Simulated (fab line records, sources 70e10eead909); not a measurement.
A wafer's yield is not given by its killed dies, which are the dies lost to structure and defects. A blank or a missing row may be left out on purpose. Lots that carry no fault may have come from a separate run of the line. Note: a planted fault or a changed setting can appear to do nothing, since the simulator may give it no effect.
A struck lot beside a sound one	flow nand harc	13 steps out of a route of 1302
Sound: wafers L817.1, L817.5, L817.6. Struck: wafers L804.2, L804.3, L804.5. Last of all comes the cause.
Order at every step that has rows: each side's tool, ch and its chambers, its first start. Under that, the readings that differ: sound wafers	struck wafers	difference of the means	sigmas: that difference in standard deviations of wafers without a fault.
alike: readings whose means differ by less than 2 such deviations, and words and numbers that are the same on both sides. not compared: withheld readings, readings that some wafer has no value for, bounds like >300 that may hide the same value, and numbers for which the record gives no deviation and whose values overlap.
A row with sigmas, a row that says differs or no value, or rows on one side alone: a step with any of these is where the two part. Numbers that have no deviation but don't overlap get no sigmas and don't part them. Lack of a reading on every wafer of one side parts them only where that side has two or more wafers.

first, 1 step without rows for these wafers: NHARC_A_ONON_D2_DEP_19 (target thk 1000 nm).
NHARC_A_ONON_D2_THK_MEAS_21: measures by ellipsometry.
  struck on film metro-02, day 16 09:44; sound on film metro-02, day 21 11:11
  alike: thk nm
then NHARC_A_ONON_D2_DEP_22 (target thk 1000 nm), 1 step lacking rows for these wafers.
NHARC_A_ONON_D2_THK_MEAS_24: measures by ellipsometry.
  struck on film metro-01, day 16 10:19; sound on film metro-02, day 21 11:45
  alike: thk nm
then NHARC_A_ONON_D2_DEP_25 (target thk 1000 nm), 1 step lacking rows for these wafers.
NHARC_A_ONON_D2_THK_MEAS_27: measures by ellipsometry.
  struck on film metro-01, day 16 10:52; sound on film metro-02, day 21 12:19
  alike: thk nm
then NHARC_A_ONON_D2_DEP_28 (target thk 1000 nm), 1 step lacking rows for these wafers.
NHARC_A_ONON_D2_THK_MEAS_30: measures by ellipsometry.
  struck on film metro-02, day 16 11:26; sound on film metro-02, day 21 12:53
  alike: thk nm
NHARC_A_ONON_D2_DEP_33: deposits SiO2, target thk 200 nm.
  sound on pecvd-04 ch 0,1,2, day 21 13:07; struck on pecvd-01 ch 0,2, day 16 11:32
  alike: chamber pressure Torr, heater power w, throttle valve pct
NHARC_A_ONON_D2_THK_MEAS_34: measures by ellipsometry.
  struck on film metro-02, day 16 11:55; sound on film metro-02, day 21 13:26
  alike: thk nm
NHARC_A_ONON_D2_INSPECT_32:
  struck on defect inspect-01, day 16 11:59; sound on defect inspect-01, day 21 13:29
reading	sound	struck	difference	sigmas
raw defect count	785 604 821	537 390 351	-311	-2
NHARC_A_CHANNEL_HOLE_D2_DEP_00: deposits aC, target thk 3100 nm.
  sound on acl dep-01 ch 0, day 21 16:06; struck on acl dep-03 ch 0, day 16 15:00
  alike: throttle valve pct
NHARC_A_CHANNEL_HOLE_D2_DEP_01: deposits SiON, target thk 140 nm.
  sound on pecvd-02 ch 0,2, day 21 18:04; struck on pecvd-02 ch 0,1,2, day 16 17:06
  alike: chamber pressure Torr, heater power w

## WHERE THEY PART
At NHARC_A_ONON_D2_INSPECT_32 and nowhere else, as far as this record goes. Later steps at which nothing parts them and some readings are alike: NHARC_A_CHANNEL_HOLE_D2_DEP_00, NHARC_A_CHANNEL_HOLE_D2_DEP_01.

WHY: what had been put in by the simulator
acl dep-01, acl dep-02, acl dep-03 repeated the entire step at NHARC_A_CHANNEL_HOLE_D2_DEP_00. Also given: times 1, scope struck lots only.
